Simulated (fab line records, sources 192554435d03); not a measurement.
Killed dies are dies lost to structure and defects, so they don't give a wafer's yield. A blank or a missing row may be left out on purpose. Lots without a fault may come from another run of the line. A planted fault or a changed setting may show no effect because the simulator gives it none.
A struck lot beside a sound one | flow n5_finfet | 14 steps out of a route of 1938
Sound: wafers L712.1, L712.4, L712.5. Struck: wafers L715.1, L715.2, L715.6. The cause comes at the end.
At each step with rows: each side's tool, then ch and its chambers, then its first start. Under that, the readings that differ: sound wafers | struck wafers | difference of the means | sigmas: that difference in standard deviations of wafers without a fault.
alike: readings whose means differ by less than 2 such deviations, and words and numbers that are the same on both sides. not compared: withheld readings, readings that some wafer has no value for, bounds like >300 that may hide the same value, and numbers for which the record gives no deviation and whose values overlap.
The two part at a step that has a row with sigmas, a row that says differs or no value, or rows on one side only. Numbers that don't overlap but have no deviation are shown without sigmas and don't part them. A reading that every wafer of one side lacks parts them only if that side has two wafers or more.

first, 1 step without rows for these wafers: N5_BEOL_M7_STRIP_68 (strips in N2/H2).
N5_BEOL_M7_STRIP_67: strips in CF4.
  sound on rie_diel-01 ch 0,2, day 9 18:49; struck on rie_diel-05 ch 1,2, day 10 19:39
  alike: drypump_motor_current_A, oes_product_au, rf_vpp_V, showerhead_plenum_p_Torr, throttle_valve_pct
  not compared: rf_hours_counter_h
N5_BEOL_M7_HM_OPEN_17: chemistry Cl2/BCl3, target TiN, target depth 20 nm, overetch 6 nm.
  sound on rie_metal-03 ch 0,1, day 9 18:52; struck on rie_metal-02 ch 0,1, day 10 19:41
  alike: drypump_motor_current_A, oes_ar_750_au, oes_product_au, throttle_valve_pct
  not compared: rf_hours_counter_h
N5_BEOL_M7_STRIP_19: strips in O2.
  sound on rie_diel-01 ch 0,1,3, day 9 18:58; struck on rie_diel-03 ch 0,3, day 10 19:48
  reading               | sound          | struck         | difference | sigmas
  oes_product_au (a.u.) | 0.72 0.74 0.66 | 0.98 0.86 0.99 | +0.24      | +3
  alike: drypump_motor_current_A, rf_vpp_V, showerhead_plenum_p_Torr, throttle_valve_pct
  not compared: rf_hours_counter_h
N5_BEOL_M7_CD_MEAS_18: pitch 80 nm, target cd 40 nm.
  sound on cd_sem-01, day 9 19:02; struck on cd_sem-03, day 10 19:52
  alike: cd_nm
then, 7 steps without rows for these wafers: N5_BEOL_M7_COAT_63 (time 60 s, resist thk 60 nm); N5_BEOL_M7_COAT_64 (time 60 s, resist thk 12 nm); N5_BEOL_M7_COAT_71 (time 60 s, resist thk 5 nm); N5_BEOL_M7_COAT_22 (resist thk 30 nm); N5_BEOL_M7_EBR_24; N5_BEOL_M7_SOFTBAKE_23 (time 60 s); N5_BEOL_M7_EXPOSE_25 (exposes mask V6, target cd 40 nm).
N5_BEOL_M7_PEB_26: peb time 60 s.
  sound on litho_track-03 ch 0, day 9 20:17; struck on litho_track-05, day 10 20:18
  no value came back on the struck wafers for chill_plate_temp_C (C), exhaust_pa (Pa); on the sound wafers chill_plate_temp_C (C) reads 23.04 23.09 22.93
then, 1 step without rows for these wafers: N5_BEOL_M7_DEVELOP_27 (develop time 30 s).

WHERE THEY PART
First at N5_BEOL_M7_STRIP_19; last, within this record, at N5_BEOL_M7_PEB_26.

WHY: what the simulator had put in
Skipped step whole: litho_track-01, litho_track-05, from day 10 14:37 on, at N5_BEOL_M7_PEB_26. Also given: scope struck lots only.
